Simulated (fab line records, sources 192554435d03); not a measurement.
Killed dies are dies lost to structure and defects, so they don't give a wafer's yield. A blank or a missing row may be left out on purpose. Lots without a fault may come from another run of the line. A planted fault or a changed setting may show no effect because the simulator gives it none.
Which tool did it? | flow n5_finfet | 15 lots, 40 wafers sampled, at 2 steps of a route of 1938

WHAT THE GAUGES READ, wafer by wafer
N5_DUMMY_GATE_THK_MEAS_05.
lot  | measured    | on            | thk_nm (nm)
L570 | day 2 19:04 | film_metro-01 | 71.8 73.4 70.3
L571 | day 2 22:38 | film_metro-02 | 71.6 72.7 70.9
L575 | day 4 00:32 | film_metro-01 | 72.3 72.9
L576 | day 4 04:52 | film_metro-02 | 72.3 70.1 73.7
L577 | day 4 10:38 | film_metro-01 | 70.6 72.1 73.7
L578 | day 4 19:46 | film_metro-02 | 73.3 73.4 71.5
L580 | day 5 09:40 | film_metro-01 | 73.8 69.4 72.9
L584 | day 6 09:52 | film_metro-02 | 73.1 73.6 70.5
L585 | day 6 14:44 | film_metro-01 | 71.3 73.2
L588 | day 7 06:43 | film_metro-02 | 70.3 69.2 73.7
L589 | day 7 10:40 | film_metro-01 | 71.8 70.4
L590 | day 7 18:35 | film_metro-01 | 73.2 73.5
L591 | day 8 02:31 | film_metro-02 | 71.3 71.5 70.9
L592 | day 8 06:10 | film_metro-01 | 72.2 72.6 72.9
L593 | day 8 12:44 | film_metro-01 | 70.0 73.5

WHICH TOOL RAN EACH LOT (tool, then ch and the chambers of the sampled wafers, then the start)
lot  | N5_STI_FIN_REVEAL_ALD_14
L570 | ald_sin-02 ch 1,3, day 2 04:09
L571 | ald_sin-04 ch 0,2,3, day 2 09:50
L575 | ald_sin-04 ch 1, day 3 11:19
L576 | ald_sin-02 ch 1,2,3, day 3 15:43
L577 | ald_sin-01 ch 0,1,2, day 3 21:44
L578 | ald_sin-02 ch 0,1,3, day 4 04:47
L580 | ald_sin-04 ch 0,1,2, day 4 17:28
L584 | ald_sin-04 ch 0,3, day 5 19:46
L585 | ald_sin-02 ch 1,3, day 5 22:55
L588 | ald_sin-02 ch 0,2,3, day 6 17:55
L589 | ald_sin-04 ch 1,3, day 6 21:48
L590 | ald_sin-02 ch 1,3, day 7 03:55
L591 | ald_sin-04 ch 2,3, day 7 12:53
L592 | ald_sin-04 ch 0,3, day 7 17:22
L593 | ald_sin-04 ch 3, day 7 22:52
- N5_STI_FIN_REVEAL_ALD_14: deposits Si3N4, target thk 3 nm.

WHAT THE TOOLS THEMSELVES READ (means of the sampled wafers that have a number; where no wafer has one, the mark that the record gives instead)
N5_STI_FIN_REVEAL_ALD_14.
lot  | tool       | heater_power_w (W)
L570 | ald_sin-02 | 849
L571 | ald_sin-04 | 832
L575 | ald_sin-04 | 770
L576 | ald_sin-02 | 843
L577 | ald_sin-01 | 841
L578 | ald_sin-02 | 838
L580 | ald_sin-04 | 827
L584 | ald_sin-04 | 781
L585 | ald_sin-02 | 857
L588 | ald_sin-02 | 851
L589 | ald_sin-04 | 792
L590 | ald_sin-02 | 856
L591 | ald_sin-04 | 909
L592 | ald_sin-04 | 782
L593 | ald_sin-04 | 786

THE ANSWER, worked out from the rows above alone
Rule: what is usual is taken from the lots themselves. Put in order of their means at a reading, lots are off if they are a third of the lots or fewer, leave a main group of 4 or more, and stand apart from it by a gap of 3 or more times the standard deviation of the main group's means; of several such gaps the widest counts. A main group whose means are all the same, to the digits that the tables above print for the reading, isn't used. A lot without any number at a reading at which 4 lots or more have one is off too. The other lots that the step has rows for count as sound. The gauges are gone through in route order, then the tools' own readings, and for those a lot's mean is taken as printed above. The first step at which some lot is off is used, and at that step the reading that is off furthest; a lot without a number counts as furthest.
No lot is off at any reading shown: from this, nothing can be told.

WHAT THE SIMULATOR HAD PUT IN
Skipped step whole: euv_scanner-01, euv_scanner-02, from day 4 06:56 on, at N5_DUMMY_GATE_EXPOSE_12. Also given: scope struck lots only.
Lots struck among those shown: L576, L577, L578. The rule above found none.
